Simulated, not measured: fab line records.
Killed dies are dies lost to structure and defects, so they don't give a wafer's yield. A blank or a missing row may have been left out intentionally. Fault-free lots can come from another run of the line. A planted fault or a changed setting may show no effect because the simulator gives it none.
Matching of chambers / flow n5 finfet / 3 sister chambers for N5_FIN_SAQP_PECVD_48 on pecvd-03
The step deposits SiNx from SiH4/NH3/N2, target thk 25 nm, time 22.1 s. 6 wafers are shown with their chamber, then 7 later ones without.

== WAFERS PAIRED WITH THEIR CHAMBERS ==
wafer=L083.5; chamber=1; throttle valve pct (%)=39.1; showerhead plenum p Torr (Torr)=5.126
wafer=L085.5; chamber=0; throttle valve pct (%)=41.8; showerhead plenum p Torr (Torr)=5.048
wafer=L086.3; chamber=1; throttle valve pct (%)=39.0; showerhead plenum p Torr (Torr)=5.146
wafer=L086.6; chamber=2; throttle valve pct (%)=36.5; showerhead plenum p Torr (Torr)=5.130
wafer=L090.1; chamber=0; throttle valve pct (%)=41.5; showerhead plenum p Torr (Torr)=5.067
wafer=L090.4; chamber=2; throttle valve pct (%)=36.7; showerhead plenum p Torr (Torr)=5.145

== WAFERS WITH NO CHAMBER GIVEN ==
wafer=L090.5; throttle valve pct (%)=39.2; showerhead plenum p Torr (Torr)=5.138
wafer=L094.2; throttle valve pct (%)=41.7; showerhead plenum p Torr (Torr)=5.068
wafer=L094.3; throttle valve pct (%)=36.9; showerhead plenum p Torr (Torr)=5.135
wafer=L094.4; throttle valve pct (%)=37.0; showerhead plenum p Torr (Torr)=5.136
wafer=L097.2; throttle valve pct (%)=41.9; showerhead plenum p Torr (Torr)=5.064
wafer=L097.4; throttle valve pct (%)=36.8; showerhead plenum p Torr (Torr)=5.134
wafer=L097.5; throttle valve pct (%)=41.7; showerhead plenum p Torr (Torr)=5.071

== WHICH CHAMBER EACH WENT THROUGH ==
wafer=L090.5; from the rows above=1; in truth=1
wafer=L094.2; from the rows above=0; in truth=0
wafer=L094.3; from the rows above=2; in truth=2
wafer=L094.4; from the rows above=2; in truth=2
wafer=L097.2; from the rows above=0; in truth=0
wafer=L097.4; from the rows above=2; in truth=2
wafer=L097.5; from the rows above=0; in truth=0
Placed correctly: 7 of 7. From these rows, 0 cannot be placed. 0 placed wrongly.
How it was worked out, from the rows above alone: a wafer's distance from a chamber is the root of the sum, over the readings, of the square of ((its reading less the chamber's mean) divided by the reading's scatter). The wafer belongs to the nearest chamber; if the next one is less than 2 further off, it can't be placed. The mean given for a chamber averages the wafers shown for that chamber. How the scatter is found: for the shown wafers, subtract from each reading the mean of its chamber, square and add these, divide the total by (wafers less chambers), then take the root.
